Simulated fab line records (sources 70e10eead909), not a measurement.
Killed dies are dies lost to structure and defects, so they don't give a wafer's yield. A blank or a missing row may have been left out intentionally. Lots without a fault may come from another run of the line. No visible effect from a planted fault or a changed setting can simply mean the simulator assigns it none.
A struck lot beside a sound one :: flow nandHarc :: 20 out of 1159 route steps
Sound: wafers L107.1, L107.4, L107.5. Wafers L117.1, L117.4, L117.6 were the ones struck. Last of all comes the cause.
Per side, at each step with rows, come the tool, then ch with its chambers, and then its first start. Under that, the readings that differ: sound wafers :: struck wafers :: difference of the means :: sigmas: that difference in standard deviations of wafers without a fault.
alike: a reading whose means differ by less than 2 such deviations, as well as words and numbers matching on both sides. not compared: withheld readings; readings where some wafer has no value; bounds like >300 that might hide an equal value; numbers whose values overlap and for which the record gives no deviation.
The two part at a step that has a row with sigmas, a row that says differs or no value, or rows on one side only. Numbers that have no deviation but don't overlap get no sigmas and don't part them. Lack of a reading on every wafer of one side parts them only where that side has two or more wafers.

NHARC_P_GATE_CD_MEAS_59: the cd target is 720 nm.
  sound on cdSem-01 ch 0, day 5 15:34; struck on cdSem-02 ch 0, day 8 12:11
  alike: cdNm
then, 1 step without rows for these wafers: NHARC_P_GATE_HARDBAKE_60 (time 80 s).
NHARC_P_GATE_DESCUM_61: chemistry O2, time 3 s.
  sound on rieDiel-04 ch 0,3, day 5 15:44; struck on rieDiel-08 ch 0,1,3, day 8 12:22
  alike: drypumpMotorCurrentA, oesProductAu, rfVppV, showerheadPlenumPTorr, throttleValvePct
  not compared: rfHoursCounterH
then, 1 step without rows for these wafers: NHARC_P_GATE_IMPLANT_62.
NHARC_P_GATE_STRIP_112: strips in N2/H2, time 200 s.
  sound on plasmaAsher-01 ch 0,1, day 5 16:11; struck on plasmaAsher-02 ch 0, day 8 12:50
  alike: drypumpMotorCurrentA, heaterPowerW, rfReflPowerW
  not compared: rfHoursCounterH
NHARC_P_GATE_STRIP_76: strips in O2.
  sound on plasmaAsher-01 ch 0,1, day 5 16:26; struck on plasmaAsher-02 ch 0, day 8 13:05
  alike: drypumpMotorCurrentA, heaterPowerW, rfReflPowerW
  not compared: rfHoursCounterH
then, 6 steps without rows for these wafers: NHARC_P_GATE_STRIP_63 (strips in SPM, time 900 s); NHARC_P_GATE_DEHYDRATE_83 (time 120 s); NHARC_P_GATE_HMDS_84 (time 30 s); NHARC_P_GATE_COAT_85; NHARC_P_GATE_SOFTBAKE_86 (time 95 s); NHARC_P_GATE_EBR_87.
NHARC_P_GATE_EXPOSE_88: exposes mask P HVN, target cd 2000 nm.
  sound on krfScanner-03 ch 0, day 5 17:04; struck on krfScanner-03 ch 0, day 8 13:52
reading: mask
sound: P_HVN#0 P_HVN#0 P_HVN#0
struck: P_HVN_R1#0 P_HVN_R1#0 P_HVN_R1#0
difference: differs
sigmas: 
then, 2 steps without rows for these wafers: NHARC_P_GATE_PEB_89 (peb time 85 s); NHARC_P_GATE_DEVELOP_90 (time 70 s).
NHARC_P_GATE_CD_MEAS_91: the cd target is 2000 nm.
  sound on cdSem-02 ch 0, day 5 17:14; struck on cdSem-02 ch 0, day 8 14:01
reading: cdNm (nm)
sound: 1998.3 1999.7 2000.1
struck: 2117.9 2118.5 2115.3
difference: +117.9
sigmas: +62
then, 1 step without rows for these wafers: NHARC_P_GATE_HARDBAKE_92 (time 80 s).
NHARC_P_GATE_DESCUM_93: chemistry O2, time 3 s.
  sound on rieDiel-06 ch 0,1,3, day 5 17:26; struck on rieDiel-08 ch 0,2, day 8 14:11
reading: model.P_GATE.cdNm (nm)
sound: 1998 1999 2000
struck: 2117 2119 2116
difference: +118
sigmas: 
  alike: drypumpMotorCurrentA, oesProductAu, rfVppV, showerheadPlenumPTorr, throttleValvePct
  not compared: rfHoursCounterH
then, 1 step without rows for these wafers: NHARC_P_GATE_IMPLANT_94.
-- jump in the record: it breaks off in module P_GATE and resumes in module END (first step shown: number 1159 of the route), and 14 days separate the struck wafers' starts before and after --
NHARC_END_SORT_01:
  sound on prober-01 ch 0, day 19 11:20; struck on prober-02 ch 0, day 22 05:59
  alike: killedAtArray, killedAtOther, killedAtPeriphery, killedDies, killedOpen, killedShort

== WHERE THEY PART ==
At NHARC_P_GATE_EXPOSE_88 first; at NHARC_P_GATE_CD_MEAS_91 last (within this record only). Later steps at which nothing parts them and some readings are alike: NHARC_P_GATE_DESCUM_93, NHARC_END_SORT_01.

WHY: whatever the simulator had introduced
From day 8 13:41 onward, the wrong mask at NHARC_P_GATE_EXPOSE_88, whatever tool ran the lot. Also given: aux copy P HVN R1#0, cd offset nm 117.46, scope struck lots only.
